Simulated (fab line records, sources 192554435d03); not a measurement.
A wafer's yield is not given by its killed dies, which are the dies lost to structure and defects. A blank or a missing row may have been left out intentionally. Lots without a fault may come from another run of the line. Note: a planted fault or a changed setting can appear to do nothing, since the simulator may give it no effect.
Matching of chambers    flow n5Finfet    N5_BEOL_M6_ILD_DEP_00 on pecvd-01: 3 sister chambers
The step deposits SiCOH lowk from DEMS/porogen, target thk 179.75 nm, time 33.4 s. 16 wafers are shown with their chamber, then 8 later ones without.

## EACH WAFER AND ITS CHAMBER
wafer   chamber  heaterPowerW (W)  heaterPowerOuterW (W)  showerheadVppV (V)
L626.2  0        336               165                    1394
L626.3  2        276               118                    1421
L626.6  1        374               173                    1439
L628.2  2        267               119                    1411
L628.5  0        377               198                    1379
L628.6  1        371               173                    1439
L627.1  0        386               191                    1383
L627.2  1        374               177                    1438
L627.5  1        376               179                    1448
L629.1  0        339               168                    1395
L629.5  0        351               174                    1405
L629.6  2        295               131                    1435
L631.3  0        391               200                    1408
L631.4  0        305               140                    1390
L631.6  2        265               121                    1435
L632.3  0        355               171                    1388

SIGNATURES (averages over the wafers above)
reading            chamber 0  chamber 1  chamber 2  scatter within a chamber
heaterPowerW       355.00     373.75     275.75     22.3
heaterPowerOuterW  175.88     175.50     122.25     15
showerheadVppV     1392.75    1441.00    1425.50    9.53
Rule: a wafer's distance from a chamber is the root of the sum, over the readings, of the square of ((its reading less the chamber's mean) divided by the reading's scatter). If the next closest chamber is less than 2 further off than the closest, the wafer can't be placed; otherwise it belongs to the closest. The scatter: take each reading less its chamber's mean, square it, sum over the shown wafers, divide by the number of wafers less the number of chambers, and take the root.

## WAFERS WHOSE CHAMBER IS MISSING
wafer   heaterPowerW (W)  heaterPowerOuterW (W)  showerheadVppV (V)
L632.4  278               128                    1429
L632.5  290               128                    1413
L634.1  335               163                    1404
L634.2  353               153                    1402
L634.5  351               174                    1384
L647.2  251               102                    1420
L647.3  316               131                    1425
L647.4  330               138                    1442

## EACH ONE'S CHAMBER
wafer    from the rows above       in truth
L632.4   2                         2
L632.5   2                         2
L634.1   0                         0
L634.2   0                         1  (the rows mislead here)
L634.5   0                         0
L647.2   2                         2
L647.3   2                         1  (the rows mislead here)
L647.4   can't be placed: 2 or 1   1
Placed correctly: 5 of 8. Not placeable from these rows: 1 (in 1, the candidates include the true chamber). 2 placed wrongly.
